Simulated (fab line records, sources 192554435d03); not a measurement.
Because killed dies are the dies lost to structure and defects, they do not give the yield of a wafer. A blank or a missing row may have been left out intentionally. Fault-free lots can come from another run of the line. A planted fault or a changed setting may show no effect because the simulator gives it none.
One fault through the eyes of 2 desks :: flow n5Finfet :: every desk sees just its own numbers, and what lay behind them comes last

== AT THE TOOL OWNER'S DESK: rieDiel-05 ==
The tool's own readings at N5_FIN_SAQP_ETCH_34 (etches SiO2 in C4F6/O2, target depth 45 nm, time 15 s): means of the sampled wafers that have a number, for each lot that ran on this tool. Marked OUT: a lot whose mean sits more than 4 standard deviations from the usual mean, which makes it out of limits; the brackets give that distance. Shown are 7 of the 9 readings it has, namely the first that went out of limits plus those furthest out on some lot.
Columns: A = C4F6_flow_sccm at N5_FIN_SAQP_ETCH_34, usual 9.990 sccm; B = etchRfOnTimeS at N5_FIN_SAQP_ETCH_34, usual 15.1 s; C = oes_f_703_au at N5_FIN_SAQP_ETCH_34, usual 0.77 a.u.; D = oesProductAu at N5_FIN_SAQP_ETCH_34, usual 0.65 a.u.; E = rfFwdPowerW at N5_FIN_SAQP_ETCH_34, usual 336.5 W; F = rfVppV at N5_FIN_SAQP_ETCH_34, usual 660 V; G = throttleValvePct at N5_FIN_SAQP_ETCH_34, usual 21.00 %
lot: L709
first seen here: day 2 02:12
A: 10.013
B: 15.1
C: 0.83
D: 0.70
E: 336.7
F: 662
G: 21.04

lot: L718
first seen here: day 4 08:26
A: 10.012
B: 14.9
C: 0.83
D: 0.65
E: 364.8 (+28) OUT
F: 641
G: 21.07

lot: L730
first seen here: day 7 08:35
A: 10.016
B: 15.0
C: 0.80
D: 0.69
E: 336.3
F: 665
G: 21.12
This desk's finding: out of limits on L718; first on L718, day 4 08:26 (rfFwdPowerW at N5_FIN_SAQP_ETCH_34). Within limits: L709, L730.

== AT THE METROLOGY DESK ==
What the gauges read for every lot (on any tool): the sampled wafers with a number, averaged. Marked OUT: a lot whose mean sits more than 4 standard deviations from the usual mean, which makes it out of limits; the brackets give that distance. Readings shown: 7 of its 11, picked as those furthest out on some lot.
Columns: A = DIBL_N at N5_BEOL_M4_RC_MEAS_101, usual 36.5 mV/V; B = DIBL_P at N5_BEOL_M4_RC_MEAS_101, usual 36.5 mV/V; C = IOFF_N at N5_BEOL_M4_RC_MEAS_101, usual 0.16 nA/um; D = IOFF_P at N5_BEOL_M4_RC_MEAS_101, usual 0.21 nA/um; E = ION_N at N5_BEOL_M4_RC_MEAS_101, usual 672 uA/um; F = SS_P at N5_BEOL_M4_RC_MEAS_101, usual 73.4 mV/dec; G = VT_N at N5_BEOL_M4_RC_MEAS_101, usual 250 mV
lot: L709
first seen here: day 2 00:31
A: 33.1
B: 35.4
C: 0.14
D: 0.18
E: 668
F: 72.8
G: 252

lot: L711
first seen here: day 2 12:52
A: 37.0
B: 34.7
C: 0.14
D: 0.19
E: 672
F: 72.4
G: 249

lot: L718
first seen here: day 4 06:39
A: 35.7
B: 36.3
C: 0.15
D: 0.19
E: 673
F: 73.5
G: 251

lot: L721
first seen here: day 5 01:20
A: 38.8
B: 37.4
C: 0.21
D: 0.26
E: 686
F: 74.4
G: 245

lot: L727
first seen here: day 6 12:38
A: 35.7
B: 34.4
C: 0.14
D: 0.21
E: 672
F: 72.8
G: 251

lot: L728
first seen here: day 6 20:22
A: 35.5
B: 36.7
C: 0.17
D: 0.21
E: 672
F: 73.1
G: 248

lot: L729
first seen here: day 7 01:48
A: 37.7
B: 38.2
C: 0.16
D: 0.22
E: 673
F: 73.5
G: 250

lot: L730
first seen here: day 7 06:04
A: 36.8
B: 37.7
C: 0.18
D: 0.23
E: 683
F: 73.7
G: 248

lot: L732
first seen here: day 7 18:05
A: 38.7
B: 40.7
C: 0.21
D: 0.22
E: 676
F: 74.7
G: 248
Result from this desk: across the 9 lots, nothing is out of limits.

== PUT TOGETHER ==
At day 4 08:26, on L718, the tool owner's desk was in a position to raise an alarm.
From the metrology desk's view, nothing was out of limits.
The metrology desk holds a record of L718, inside its limits.
Every lot named ran N5_FIN_SAQP_ETCH_34 on rieDiel-05.

== WHAT THE SIMULATOR HAD INSERTED ==
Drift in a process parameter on rieDiel-05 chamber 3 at N5_FIN_SAQP_ETCH_34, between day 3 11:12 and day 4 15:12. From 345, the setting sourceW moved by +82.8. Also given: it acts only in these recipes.
Shown lots that were struck: L718.
Time in hours from fault onset to the first out-of-limits reading at each desk: the tool owner's desk, 21.
